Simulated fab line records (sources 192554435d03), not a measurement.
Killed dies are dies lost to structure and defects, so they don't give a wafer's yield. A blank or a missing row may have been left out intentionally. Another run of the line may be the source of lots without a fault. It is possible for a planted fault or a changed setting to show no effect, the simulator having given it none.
Split-lot experiment ; flow n5-finfet ; 39 wafers read across 7 lots, on a route 1938 steps long

ABOUT THE SPLIT
At N5_BEOL_M6_ALD_77 (deposits TaN, target thk 2 nm, pulse time 2 s, purge time 3 s), the setting ald-cycles was moved away from the recipe's 40 on 15 of the 39 wafers read, by -52.5% to +50.0%. All remaining wafers had this setting at the recipe value.

The split's own step is where the reading is taken.

THE READING
TaN_of_BEOL_M6_ALD_77.thk-nm (the simulator's own value, which no gauge read), in nm, at N5_BEOL_M6_ALD_77 (deposits TaN, target thk 2 nm, pulse time 2 s, purge time 3 s). The file does not state a usual value for it.

wafer;tool, chamber at the split;ald-cycles as run;against the recipe;TaN_of_BEOL_M6_ALD_77.thk-nm, nm;against lot-mates on the recipe
L082.1;ald-metal-04, 3,0,3;19;-52.5%;1;-1.0
L082.4;ald-metal-04, 3,0,3;19;-52.5%;1;-1.0
L082.5;ald-metal-04, 3,0,3;19;-52.5%;1;-1.0
L082.2;ald-metal-04, 2,1,0;40;recipe;2;-
L082.3;ald-metal-04, 2,1,0;40;recipe;2;-
L082.6;ald-metal-04, 2,1,0;40;recipe;2;-
L081.1;ald-metal-01, 0,2,2;40;recipe;2;-
L081.4;ald-metal-01, 0,2,2;40;recipe;2;-
L081.5;ald-metal-01, 0,2,2;40;recipe;2;-
L081.2;ald-metal-01, 3,1,1;60;+50.0%;3;+1.0
L081.3;ald-metal-01, 3,1,1;60;+50.0%;3;+1.0
L081.6;ald-metal-01, 3,1,1;60;+50.0%;3;+1.0
L093.1;ald-metal-02, 3,1,2;23;-42.5%;1.2;-0.8
L093.2;ald-metal-02, 3,1,2;23;-42.5%;1.2;-0.8
L093.4;ald-metal-02, 3,1,2;23;-42.5%;1.2;-0.8
L093.3;ald-metal-02, 0,1,0;40;recipe;2;-
L093.5;ald-metal-02, 0,1,0;40;recipe;2;-
L093.6;ald-metal-02, 0,1,0;40;recipe;2;-
L095.1;ald-metal-01, 3,0,3;53;+32.5%;2.6;+0.6
L095.3;ald-metal-01, 3,0,3;53;+32.5%;2.6;+0.6
L095.5;ald-metal-01, 3,0,3;53;+32.5%;2.6;+0.6
L095.2;ald-metal-01, 1,2,0;40;recipe;2;-
L095.4;ald-metal-01, 1,2,0;40;recipe;2;-
L095.6;ald-metal-01, 1,2,0;40;recipe;2;-
L094.1;ald-metal-04, 1,2;34;-15.0%;1.8;-0.2
L094.3;ald-metal-04, 1,2;34;-15.0%;1.8;-0.2
L094.2;ald-metal-04, 0,3,0;40;recipe;2;-
L094.4;ald-metal-04, 0,3,0;40;recipe;2;-
L094.6;ald-metal-04, 0,3,0;40;recipe;2;-
L094.5;ald-metal-04, 3;34;-15.0%;1.6;-0.4
L096.1;ald-metal-04, 0,3,2;40;recipe;2;-
L096.3;ald-metal-04, 0,3,2;40;recipe;2;-
L096.5;ald-metal-04, 0,3,2;40;recipe;2;-
L097.1;ald-metal-02, 1,2,3,0,0,1;40;recipe;2;-
L097.2;ald-metal-02, 1,2,3,0,0,1;40;recipe;2;-
L097.3;ald-metal-02, 1,2,3,0,0,1;40;recipe;2;-
L097.4;ald-metal-02, 1,2,3,0,0,1;40;recipe;2;-
L097.5;ald-metal-02, 1,2,3,0,0,1;40;recipe;2;-
L097.6;ald-metal-02, 1,2,3,0,0,1;40;recipe;2;-
When a row names more than one chamber, that row covers several wafers, and the file does not tell which wafer ran in which chamber.

FIT RESULTS
A straight line over all 39 wafers: TaN_of_BEOL_M6_ALD_77.thk-nm changes by +0.0192 nm for each +1% of ald-cycles; r = +1.00; the points scatter about the line by 0.031 nm.
The same after taking each lot's own level away (the mean of its wafers on the recipe; 39 wafers): +0.0192 nm for each +1%; r = +1.00; scatter 0.031 nm.
According to that fit, moving ald-cycles by its largest amount changes the reading by 1 nm.
The lots' own levels span 2.00 to 2.00 nm.
So the lot-to-lot level changes the slope little: the two slopes agree.
Check: with one of the wafers moved furthest among these (-52.5%) left out of the fit, the line predicts -1 nm for it against its lot-mates. It came out at -1 nm against them.

OTHER SPLITS APPLIED TO THESE WAFERS
These wafers also went through other splits before the reading. Each is held against what the fit with the lots' levels taken away leaves over:
other split on the same wafers;wafers away from the commonest value;r with TaN_of_BEOL_M6_ALD_77.thk-nm (lot level and that fit taken away)
N5_BEOL_M2_ILD_DEP_00 time-s;12;-0.11
N5_BEOL_M3_TRENCH_ETCH_37 target-depth-a;9;-0.09
N5_BEOL_M5_PECVD_70 time-s;15;-0.04

FILE'S OWN FIT
TaN_of_BEOL_M6_ALD_77.thk-nm changes by +0.0192 nm for each +1% of ald-cycles, r = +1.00.
